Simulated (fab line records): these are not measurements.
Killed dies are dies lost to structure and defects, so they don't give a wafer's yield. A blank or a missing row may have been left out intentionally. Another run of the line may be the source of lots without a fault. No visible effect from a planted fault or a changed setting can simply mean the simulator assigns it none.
Which tool was responsible? ; flow n5_finfet ; 30 wafers from 10 lots sampled at 3 of the route's 1938 steps

## WHAT THE GAUGES SHOWED, per wafer
N5_BEOL_M9_INSPECT_30: inspects for defects (brightfield). Usual: 414 for raw_defect_count, sd 90.
lot;measured;on;raw_defect_count;flag
L194;day 11 01:44;defect_inspect-01;527 352 322;
L193;day 11 09:32;defect_inspect-02;377 518 437;
L197;day 12 07:22;defect_inspect-01;485 583 436;
L196;day 12 10:53;defect_inspect-01;363 428 399;
L198;day 12 11:16;defect_inspect-01;426 408 425;
L202;day 13 13:02;defect_inspect-01;898 935 1002;OFF
L204;day 14 02:59;defect_inspect-02;1000 902 944;OFF
L207;day 14 15:39;defect_inspect-02;425 469 394;
L208;day 14 15:43;defect_inspect-01;462 399 489;
L210;day 15 12:10;defect_inspect-01;388 428 402;

## WHAT TOOL EACH LOT RAN ON (gives the tool, then ch and the chambers of the sampled wafers, and finally the start)
lot;N5_BEOL_M9_HM_DEP_02;N5_BEOL_M9_STRIP_19
L194;pvd_sputter-01, day 11 00:14;rie_diel-02 ch 1,3, day 11 01:16
L193;pvd_sputter-03, day 11 07:07;rie_diel-05 ch 1,2, day 11 08:04
L197;pvd_sputter-03, day 12 06:00;rie_diel-02 ch 0,2, day 12 06:50
L196;pvd_sputter-01, day 12 09:28;rie_diel-05 ch 0,1,2, day 12 10:26
L198;pvd_sputter-02, day 12 09:38;rie_diel-06 ch 1,2,3, day 12 10:36
L202;pvd_sputter-03, day 13 04:56;rie_diel-02 ch 1,2,3, day 13 05:54
L204;pvd_sputter-03, day 13 23:53;rie_diel-02 ch 0,1,2, day 14 01:21
L207;pvd_sputter-03, day 14 14:10;rie_diel-05 ch 0,1,3, day 14 15:11
L208;pvd_sputter-03, day 14 14:16;rie_diel-05 ch 1,2, day 14 15:15
L210;pvd_sputter-01, day 15 08:38;rie_diel-06 ch 1,2,3, day 15 09:43
- N5_BEOL_M9_HM_DEP_02: deposits TiN, target thk 20 nm.
- N5_BEOL_M9_STRIP_19: strips in O2.

## AS READ BY THE TOOLS THEMSELVES (means over the sampled wafers that have a number; for cases with no such wafer, the mark the record gives instead)
N5_BEOL_M9_HM_DEP_02. Usual: susceptor_temp_C 25.00 C, standard deviation 0.099; throttle_valve_pct 29.7 %, standard deviation 1.1.
lot;tool;susceptor_temp_C (C);throttle_valve_pct (%);flag
L194;pvd_sputter-01;25.00;30.0;
L193;pvd_sputter-03;24.90;30.2;
L197;pvd_sputter-03;25.03;29.5;
L196;pvd_sputter-01;24.97;30.1;
L198;pvd_sputter-02;24.86;29.7;
L202;pvd_sputter-03;25.00;30.1;
L204;pvd_sputter-03;25.05;30.0;
L207;pvd_sputter-03;25.04;29.6;
L208;pvd_sputter-03;25.07;28.2;
L210;pvd_sputter-01;25.03;29.4;

N5_BEOL_M9_STRIP_19. Usual: drypump_motor_current_A 5.8 A, standard deviation 0.52; oes_product_au 0.80 a.u., standard deviation 0.074; rf_vpp_V 3.6 V, standard deviation 0.6; showerhead_plenum_p_Torr 2.11 Torr, standard deviation 0.073; throttle_valve_pct 16.68 %, standard deviation 0.22.
lot;tool;drypump_motor_current_A (A);oes_product_au (a.u.);rf_vpp_V (V);showerhead_plenum_p_Torr (Torr);throttle_valve_pct (%);flag
L194;rie_diel-02;6.2;0.84;3.0;2.16;16.56;
L193;rie_diel-05;5.6;0.71;3.5;2.11;16.99;
L197;rie_diel-02;5.1;0.82;3.4;2.09;16.66;
L196;rie_diel-05;5.6;0.78;3.8;2.10;16.75;
L198;rie_diel-06;6.2;0.76;3.5;2.03;16.73;
L202;rie_diel-02;5.7;0.79;3.5;2.12;16.63;
L204;rie_diel-02;5.2;0.79;3.3;2.13;16.75;
L207;rie_diel-05;5.7;0.82;3.1;2.15;16.61;
L208;rie_diel-05;5.7;0.71;3.5;2.13;16.98;
L210;rie_diel-06;6.2;0.74;3.9;2.03;16.77;

## THE ANSWER, worked out from the rows above alone
Rule: a lot counts as off when the mean over its wafers that have a number is more than 3 standard deviations away from the usual mean. A lot without any number at a reading at which 4 lots or more have one is off too. Any other lot the step has rows for is counted as sound. After the gauges, taken in route order, come the tools' own readings; for these a lot's mean is taken, as printed above. The first step at which some lot is off is used, and at that step the reading that is off furthest; a lot without a number counts as furthest.
Off: L202, L204 (N5_BEOL_M9_INSPECT_30, raw_defect_count).
If a tool, at a process step before that reading, ran all the lots that are off and no sound lot after the first of them, it fits. Gauges at N5_BEOL_M9_INSPECT_30: tried the same way as those tools. One fits: rie_diel-02 at N5_BEOL_M9_STRIP_19. Its last sound lot is L197 (day 12 06:50), its first lot that is off L202 (day 13 05:54): a fault that began between those two fits.

## WHAT HAD BEEN PUT IN BY THE SIMULATOR
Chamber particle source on rie_diel-02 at N5_BEOL_M9_STRIP_19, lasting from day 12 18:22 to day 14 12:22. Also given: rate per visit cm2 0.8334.
Lots struck among those shown: L202, L204. The rule above found the same.
